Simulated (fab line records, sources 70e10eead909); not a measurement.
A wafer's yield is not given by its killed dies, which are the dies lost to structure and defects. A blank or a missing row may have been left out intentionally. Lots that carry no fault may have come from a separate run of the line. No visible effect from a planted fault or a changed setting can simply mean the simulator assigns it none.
Matching of chambers	flow nand-harc	4 sister chambers for NHARC_P_CONTACT_CMP_24 on cmp-03
The step polishes, t overpolish 30 s, target thk 200 nm. 4 wafers are shown with their chamber, then 7 later ones without.

== WAFERS WITH THEIR CHAMBER ==
wafer	chamber	motor-current-A (A)
L500.5	3	13.2
L501.5	1	13.1
L502.1	0	13.1
L502.5	2	11.6

== WAFERS WHOSE CHAMBER IS MISSING ==
wafer	motor-current-A (A)
L502.6	12.8
L504.1	12.7
L504.3	11.4
L504.5	13.5
L506.1	12.3
L506.3	11.1
L506.5	12.8

== WHICH CHAMBER EACH ONE RAN IN ==
wafer	from the rows above	in truth
L502.6	can't be placed: 0 or 1 or 3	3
L504.1	can't be placed: 0 or 1 or 3 or 2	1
L504.3	2	2
L504.5	can't be placed: 3 or 0 or 1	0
L506.1	can't be placed: 2 or 0 or 1 or 3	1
L506.3	2	2
L506.5	can't be placed: 0 or 1 or 3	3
Correct placement for 2 of the 7. Can't be placed from these rows: 5 (the true chamber is among the candidates in 5). Wrongly placed: 0.
How it was worked out, from the rows above alone: a wafer's distance from a chamber is the root of the sum, over the readings, of the square of ((its reading less the chamber's mean) divided by the reading's scatter). If the next closest chamber is less than 2 further off than the closest, the wafer can't be placed; otherwise it belongs to the closest. A chamber's mean is the mean of its shown wafers. The scatter (one wafer shown for each chamber): square how far every hidden wafer sits from the nearest shown wafer, average those squares and take the square root.
